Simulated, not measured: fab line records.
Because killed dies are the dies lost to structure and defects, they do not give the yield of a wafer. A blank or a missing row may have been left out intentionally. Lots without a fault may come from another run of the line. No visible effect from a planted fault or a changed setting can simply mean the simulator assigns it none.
The tool behind it: which one? | flow nand harc | 13 lots, 39 wafers sampled, at 5 steps of a route of 1302

WHAT EACH GAUGE READ, for each wafer
NHARC_P_M0_CD_MEAS_09: the cd target is 90 nm. Usual: cd nm 90.1 nm, standard deviation 0.76.
lot  | measured     | on        | cd nm (nm)     | flag
L504 | day 6 10:40  | cd sem-01 | 90.5 91.5 90.6 |
L506 | day 7 04:46  | cd sem-03 | 90.4 89.2 89.5 |
L507 | day 7 17:45  | cd sem-03 | 89.4 89.9 89.7 |
L508 | day 8 03:13  | cd sem-03 | 81.7 80.3 81.1 | OFF
L511 | day 9 15:52  | cd sem-03 | 88.9 89.7 90.0 |
L513 | day 10 12:02 | cd sem-03 | 90.1 91.5 91.3 |
L514 | day 10 19:46 | cd sem-03 | 89.1 90.5 91.9 |
L515 | day 11 03:21 | cd sem-02 | 89.2 90.7 90.1 |
L519 | day 12 17:38 | cd sem-03 | 90.6 91.7 90.2 |
L520 | day 13 02:45 | cd sem-01 | 90.3 91.5 90.6 |
L523 | day 14 15:42 | cd sem-03 | 89.7 90.1 89.7 |
L525 | day 15 11:08 | cd sem-03 | 90.1 89.9 91.3 |
L526 | day 15 19:31 | cd sem-01 | 89.4 90.5 89.9 |

EACH LOT AND THE TOOL THAT RAN IT (in order: tool; ch and the chambers of the sampled wafers; start)
lot  | NHARC_P_CONTACT_DEP_30          | NHARC_P_CONTACT_DESCUM_17          | NHARC_P_CONTACT_ETCH_31                       | NHARC_P_M0_PEB_07
L504 | pecvd-02 ch 0,1, day 6 04:58    | rie diel-11 ch 0,1, day 6 06:38    | rie diel-11 ch 0,1,2, day 6 10:35 or earlier  | litho track-04 ch 0, day 6 10:35
L506 | pecvd-02 ch 0,1,2, day 6 23:06  | rie diel-11 ch 0,2,3, day 7 00:47  | rie diel-11 ch 0,1,3, day 7 04:41 or earlier  | litho track-01 ch 0, day 7 04:41
L507 | pecvd-02 ch 0,1, day 7 11:43    | rie diel-01 ch 0,1,3, day 7 13:28  | rie diel-01 ch 0,1,2, day 7 17:40 or earlier  | litho track-06 ch 0, day 7 17:40
L508 | pecvd-01 ch 0,1, day 7 21:28    | rie diel-06 ch 0,2, day 7 23:13    | rie diel-06 ch 2,3, day 8 03:08 or earlier    | litho track-01 ch 0, day 8 03:08
L511 | pecvd-02 ch 0,1,2, day 9 10:19  | rie diel-06 ch 0,1,2, day 9 11:56  | rie diel-06 ch 1,2,3, day 9 15:47 or earlier  | litho track-06 ch 0, day 9 15:47
L513 | pecvd-02 ch 0,1,2, day 10 06:17 | rie diel-11 ch 1,2,3, day 10 08:04 | rie diel-11 ch 1,2,3, day 10 11:58 or earlier | litho track-04 ch 0, day 10 11:58
L514 | pecvd-01 ch 0,1, day 10 14:04   | rie diel-06 ch 1,2,3, day 10 15:49 | rie diel-06 ch 0,1,2, day 10 19:41 or earlier | litho track-04 ch 0, day 10 19:41
L515 | pecvd-01 ch 0,1, day 10 21:46   | rie diel-11 ch 1,2, day 10 23:30   | rie diel-11 ch 1,2,3, day 11 03:16 or earlier | litho track-06 ch 0, day 11 03:16
L519 | pecvd-02 ch 1,2, day 12 11:25   | rie diel-11 ch 2,3, day 12 13:01   | rie diel-11 ch 0,2,3, day 12 17:33 or earlier | litho track-04 ch 0, day 12 17:33
L520 | pecvd-02 ch 0,2, day 12 21:02   | rie diel-11 ch 0,3, day 12 22:44   | rie diel-11 ch 0,1,3, day 13 02:40 or earlier | litho track-04 ch 0, day 13 02:40
L523 | pecvd-02 ch 0,1,2, day 14 10:07 | rie diel-01 ch 0,1,2, day 14 11:44 | rie diel-01 ch 0,1,3, day 14 15:37 or earlier | litho track-06 ch 0, day 14 15:37
L525 | pecvd-02 ch 0,1,2, day 15 05:32 | rie diel-01 ch 0,1,2, day 15 07:10 | rie diel-01 ch 0,3, day 15 11:04 or earlier   | litho track-06 ch 0, day 15 11:04
L526 | pecvd-04 ch 0,1,2, day 15 13:53 | rie diel-06 ch 0,1,2, day 15 15:34 | rie diel-06 ch 0,1, day 15 19:26 or earlier   | litho track-04 ch 0, day 15 19:26
- NHARC_P_CONTACT_DEP_30: deposits SiNx, target thk 30 nm.
- NHARC_P_CONTACT_DESCUM_17: chemistry O2, time 3 s.
- NHARC_P_CONTACT_ETCH_31: etches the open film in CH3F/O2, target depth 30 nm, time 85.7 s.
- NHARC_P_M0_PEB_07: peb time 65 s.

AS READ BY THE TOOLS THEMSELVES (means over the sampled wafers that have a number; for cases with no such wafer, the mark the record gives instead)
NHARC_P_CONTACT_DEP_30. Usual: heater power outer w 438 W, standard deviation 51; heater power w 728 W, standard deviation 96; rf fwd power W 448.8 W, standard deviation 1.4.
lot  | tool     | heater power outer w (W) | heater power w (W) | rf fwd power W (W) | flag
L504 | pecvd-02 | 430                      | 693                | 448.0              |
L506 | pecvd-02 | 438                      | 717                | 449.4              |
L507 | pecvd-02 | 468                      | 727                | 450.0              |
L508 | pecvd-01 | 453                      | 741                | 450.0              |
L511 | pecvd-02 | 447                      | 723                | 447.7              |
L513 | pecvd-02 | 436                      | 699                | 449.4              |
L514 | pecvd-01 | 449                      | 729                | 448.3              |
L515 | pecvd-01 | 446                      | 723                | 449.1              |
L519 | pecvd-02 | 419                      | 687                | 448.9              |
L520 | pecvd-02 | 456                      | 739                | 449.9              |
L523 | pecvd-02 | 432                      | 706                | 447.9              |
L525 | pecvd-02 | 399                      | 662                | 448.9              |
L526 | pecvd-04 | 411                      | 688                | 448.9              |

NHARC_P_CONTACT_DESCUM_17. Usual: drypump motor current A 5.9 A, standard deviation 0.4; oes product au 0.997 a.u., standard deviation 0.014; rf vpp V 57.8 V, standard deviation 0.89; showerhead plenum p Torr 1.92 Torr, standard deviation 0.086; throttle valve pct 11.312 %, standard deviation 0.008.
lot  | tool        | drypump motor current A (A) | oes product au (a.u.) | rf vpp V (V) | showerhead plenum p Torr (Torr) | throttle valve pct (%) | flag
L504 | rie diel-11 | 6.1                         | 0.991                 | 58.0         | 1.83                            | 11.304                 |
L506 | rie diel-11 | 6.0                         | 1.000                 | 57.9         | 1.95                            | 11.315                 |
L507 | rie diel-01 | 5.7                         | 1.005                 | 57.7         | 1.89                            | 11.309                 |
L508 | rie diel-06 | 5.7                         | 0.984                 | 58.4         | 2.00                            | 11.312                 |
L511 | rie diel-06 | 5.5                         | 0.982                 | 58.3         | 1.97                            | 11.319                 |
L513 | rie diel-11 | 6.1                         | 0.998                 | 58.4         | 1.96                            | 11.310                 |
L514 | rie diel-06 | 5.8                         | 0.982                 | 58.7         | 1.94                            | 11.306                 |
L515 | rie diel-11 | 6.4                         | 1.005                 | 57.2         | 1.97                            | 11.312                 |
L519 | rie diel-11 | 6.2                         | 0.987                 | 58.2         | 2.02                            | 11.318                 |
L520 | rie diel-11 | 5.7                         | 0.996                 | 57.7         | 1.95                            | 11.310                 |
L523 | rie diel-01 | 5.8                         | 1.003                 | 58.3         | 1.91                            | 11.312                 |
L525 | rie diel-01 | 5.8                         | 1.010                 | 56.9         | 1.91                            | 11.311                 |
L526 | rie diel-06 | 5.5                         | 1.001                 | 59.1         | 1.97                            | 11.316                 |

NHARC_P_CONTACT_ETCH_31. Usual: drypump motor current A 5.9 A, standard deviation 0.42; oes product au 0.973 a.u., standard deviation 0.016; rf fwd power W 496.7 W, standard deviation 2; rf vpp V 244.6 V, standard deviation 1.8; showerhead plenum p Torr 2.48 Torr, standard deviation 0.11; throttle valve pct 20.663 %, standard deviation 0.0095.
lot  | tool        | drypump motor current A (A) | oes product au (a.u.) | rf fwd power W (W) | rf vpp V (V) | showerhead plenum p Torr (Torr) | throttle valve pct (%) | flag
L504 | rie diel-11 | 6.2                         | 0.971                 | 496.6              | 244.7        | 2.43                            | 20.662                 |
L506 | rie diel-11 | 5.9                         | 0.979                 | 495.3              | 243.8        | 2.42                            | 20.660                 |
L507 | rie diel-01 | 5.8                         | 0.966                 | 496.4              | 244.7        | 2.45                            | 20.662                 |
L508 | rie diel-06 | 6.3                         | 0.958                 | 498.4              | 244.2        | 2.47                            | 20.671                 |
L511 | rie diel-06 | 5.8                         | 0.982                 | 497.9              | 245.5        | 2.49                            | 20.653                 |
L513 | rie diel-11 | 6.1                         | 0.963                 | 495.5              | 245.2        | 2.52                            | 20.659                 |
L514 | rie diel-06 | 5.5                         | 0.965                 | 497.4              | 245.1        | 2.53                            | 20.662                 |
L515 | rie diel-11 | 6.1                         | 0.981                 | 496.5              | 245.6        | 2.52                            | 20.659                 |
L519 | rie diel-11 | 6.0                         | 0.974                 | 494.7              | 243.8        | 2.50                            | 20.665                 |
L520 | rie diel-11 | 5.9                         | 0.988                 | 495.5              | 243.8        | 2.42                            | 20.662                 |
L523 | rie diel-01 | 5.7                         | 0.982                 | 497.6              | 243.5        | 2.43                            | 20.660                 |
L525 | rie diel-01 | 5.4                         | 0.981                 | 495.5              | 243.0        | 2.41                            | 20.664                 |
L526 | rie diel-06 | 5.3                         | 0.975                 | 498.3              | 244.4        | 2.48                            | 20.657                 |

NHARC_P_M0_PEB_07. Usual: heater power total W 156.6 W, standard deviation 0.44; plate temp C 99.99 C, standard deviation 0.13.
lot  | tool           | heater power total W (W) | plate temp C (C) | flag
L504 | litho track-04 | 156.3                    | 100.05           |
L506 | litho track-01 | 156.5                    | 99.83            |
L507 | litho track-06 | 156.9                    | 99.86            |
L508 | litho track-01 | 151.4                    | 97.42            | OFF
L511 | litho track-06 | 156.3                    | 99.93            |
L513 | litho track-04 | 156.6                    | 99.87            |
L514 | litho track-04 | 156.6                    | 100.07           |
L515 | litho track-06 | 156.8                    | 100.04           |
L519 | litho track-04 | 156.5                    | 99.85            |
L520 | litho track-04 | 156.3                    | 99.92            |
L523 | litho track-06 | 156.0                    | 100.12           |
L525 | litho track-06 | 157.0                    | 100.01           |
L526 | litho track-04 | 156.6                    | 100.09           |

THE ANSWER, worked out from the rows above alone
Rule: lot off if the mean of its wafers having a number is beyond 3 standard deviations from the usual mean. Also off: a lot with no number at a reading for which 4 or more lots have one. Any other lot the step has rows for is counted as sound. First the gauges in route order, then the tools' own readings, where a lot's mean is used as printed above. At the first step where some lot is off, the reading lying furthest off is the one used; lots without a number count as furthest.
Off at NHARC_P_M0_CD_MEAS_09 (cd nm): L508.
A tool fits if, at a process step before that reading, it ran every lot that is off, and no sound lot after the first of them. Not tried: the gauges at NHARC_P_M0_CD_MEAS_09; whatever is off there is also off at NHARC_P_M0_PEB_07, on other tools, and gauge error can't account for it. With no start given for some of its lots, NHARC_P_CONTACT_ETCH_31 uses the hours and lot order of NHARC_P_M0_PEB_07. One fits: litho track-01 at NHARC_P_M0_PEB_07. Its last sound lot is L506 (day 7 04:41), its first lot that is off L508 (day 8 03:08): a fault that began between those two fits.
The tool's own readings at NHARC_P_M0_PEB_07 bear it out: on the lots that are off they differ by more than 5 times the standard deviation of the sound lots' means. heater power total W reads 151.4 W there against 156.5 W on the sound lots; plate temp C reads 97.42 C there against 99.97 C on the sound lots.

WHAT THE SIMULATOR PUT IN
Process parameter drift: litho track-01, from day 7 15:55 on, at NHARC_P_M0_PEB_07. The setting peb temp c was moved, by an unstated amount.
Lots struck among those shown: L508. The rule given above showed the same thing.
